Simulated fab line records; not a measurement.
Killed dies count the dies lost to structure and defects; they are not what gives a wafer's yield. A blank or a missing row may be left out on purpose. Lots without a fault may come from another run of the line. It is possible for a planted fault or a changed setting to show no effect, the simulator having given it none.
Chamber matching :: flow n5Finfet :: rieDiel-06 running N5_BEOL_M14_ETCH_67: 4 sister chambers
The step etches SiARC in CF4, target depth 143 nm, time 238.3 s. 8 wafers are shown with their chamber, then 6 later ones without.

## WAFERS, EACH WITH ITS CHAMBER
wafer: L848.1
chamber: 0
showerheadPlenumPTorr (Torr): 2.16
rfFwdPowerW (W): 543.2

wafer: L848.2
chamber: 1
showerheadPlenumPTorr (Torr): 2.17
rfFwdPowerW (W): 544.4

wafer: L858.1
chamber: 3
showerheadPlenumPTorr (Torr): 2.10
rfFwdPowerW (W): 544.6

wafer: L858.4
chamber: 1
showerheadPlenumPTorr (Torr): 2.17
rfFwdPowerW (W): 544.8

wafer: L858.6
chamber: 2
showerheadPlenumPTorr (Torr): 2.11
rfFwdPowerW (W): 543.8

wafer: L861.1
chamber: 0
showerheadPlenumPTorr (Torr): 2.15
rfFwdPowerW (W): 540.7

wafer: L861.2
chamber: 3
showerheadPlenumPTorr (Torr): 2.09
rfFwdPowerW (W): 544.7

wafer: L861.5
chamber: 2
showerheadPlenumPTorr (Torr): 2.11
rfFwdPowerW (W): 543.2

## WAFERS WITH NO CHAMBER GIVEN
wafer: L864.1
showerheadPlenumPTorr (Torr): 2.16
rfFwdPowerW (W): 540.9

wafer: L864.3
showerheadPlenumPTorr (Torr): 2.15
rfFwdPowerW (W): 548.6

wafer: L864.6
showerheadPlenumPTorr (Torr): 2.10
rfFwdPowerW (W): 542.3

wafer: L863.1
showerheadPlenumPTorr (Torr): 2.09
rfFwdPowerW (W): 542.9

wafer: L863.3
showerheadPlenumPTorr (Torr): 2.16
rfFwdPowerW (W): 546.2

wafer: L863.4
showerheadPlenumPTorr (Torr): 2.10
rfFwdPowerW (W): 541.3

## THE CHAMBER EACH PASSED THROUGH
wafer: L864.1
from the rows above: 0
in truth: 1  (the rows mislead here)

wafer: L864.3
from the rows above: can't be placed: 1 or 0
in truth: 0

wafer: L864.6
from the rows above: can't be placed: 2 or 3
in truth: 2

wafer: L863.1
from the rows above: can't be placed: 3 or 2
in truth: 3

wafer: L863.3
from the rows above: 1
in truth: 1

wafer: L863.4
from the rows above: can't be placed: 2 or 3
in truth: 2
Correct placement for 1 of the 6. Can't be placed from these rows: 4 (the true chamber is among the candidates in 4). Placed wrongly: 1.
How it was worked out, from the rows above alone: a wafer's distance from a chamber is the root of the sum, over the readings, of the square of ((its reading less the chamber's mean) divided by the reading's scatter). The wafer belongs to the nearest chamber; if the next one is less than 2 further off, it can't be placed. For every chamber, the mean is computed from those of its wafers that are shown. How the scatter is found: for the shown wafers, subtract from each reading the mean of its chamber, square and add these, divide the total by (wafers less chambers), then take the root.
